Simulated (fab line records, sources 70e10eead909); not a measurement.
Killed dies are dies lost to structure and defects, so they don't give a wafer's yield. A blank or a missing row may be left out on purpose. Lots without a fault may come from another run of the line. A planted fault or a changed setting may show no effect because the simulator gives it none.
Chamber matching | flow nand_harc | NHARC_A_STAIRCASE_DEP_417 on pecvd-02: 3 sister chambers
The step deposits Si3N4, target thk 60 nm. 14 wafers are shown with their chamber, then 7 later ones without.

WAFERS WITH THEIR CHAMBER
wafer  | chamber | heater_power_outer_w (W) | heater_power_w (W)
L960.1 | 2       | 336                      | 569
L960.4 | 2       | 322                      | 568
L960.6 | 0       | 515                      | 830
L962.2 | 0       | 512                      | 845
L962.3 | 2       | 373                      | 628
L962.6 | 0       | 529                      | 840
L970.1 | 0       | 530                      | 865
L970.2 | 1       | 457                      | 732
L970.5 | 2       | 293                      | 523
L969.1 | 1       | 454                      | 734
L969.4 | 0       | 530                      | 864
L969.6 | 1       | 451                      | 713
L972.1 | 2       | 338                      | 595
L972.3 | 1       | 444                      | 721

SIGNATURES (means of the wafers above)
reading              | chamber 0 | chamber 1 | chamber 2 | scatter within a chamber
heater_power_outer_w | 523.20    | 451.50    | 332.40    | 18.5
heater_power_w       | 848.80    | 725.00    | 576.60    | 25.6
Rule: a wafer's distance from a chamber is the root of the sum, over the readings, of the square of ((its reading less the chamber's mean) divided by the reading's scatter). The wafer belongs to the nearest chamber; if the next one is less than 2 further off, it can't be placed. The scatter: the root of (the sum of the squares of (reading less its chamber's mean) over the shown wafers, divided by (wafers less chambers)).

WAFERS WITHOUT THEIR CHAMBER
wafer  | heater_power_outer_w (W) | heater_power_w (W)
L972.6 | 440                      | 705
L976.3 | 346                      | 586
L976.4 | 465                      | 764
L976.6 | 347                      | 600
L977.1 | 451                      | 761
L977.4 | 466                      | 756
L977.5 | 477                      | 791

WHICH CHAMBER EACH WENT THROUGH
wafer  | from the rows above     | in truth
L972.6 | 1                       | 1
L976.3 | 2                       | 2
L976.4 | 1                       | 1
L976.6 | 2                       | 2
L977.1 | 1                       | 1
L977.4 | 1                       | 1
L977.5 | can't be placed: 1 or 0 | 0
Placed correctly: 6 of 7. Can't be placed from these rows: 1 (the true chamber is among the candidates in 1). Placed wrongly: 0.
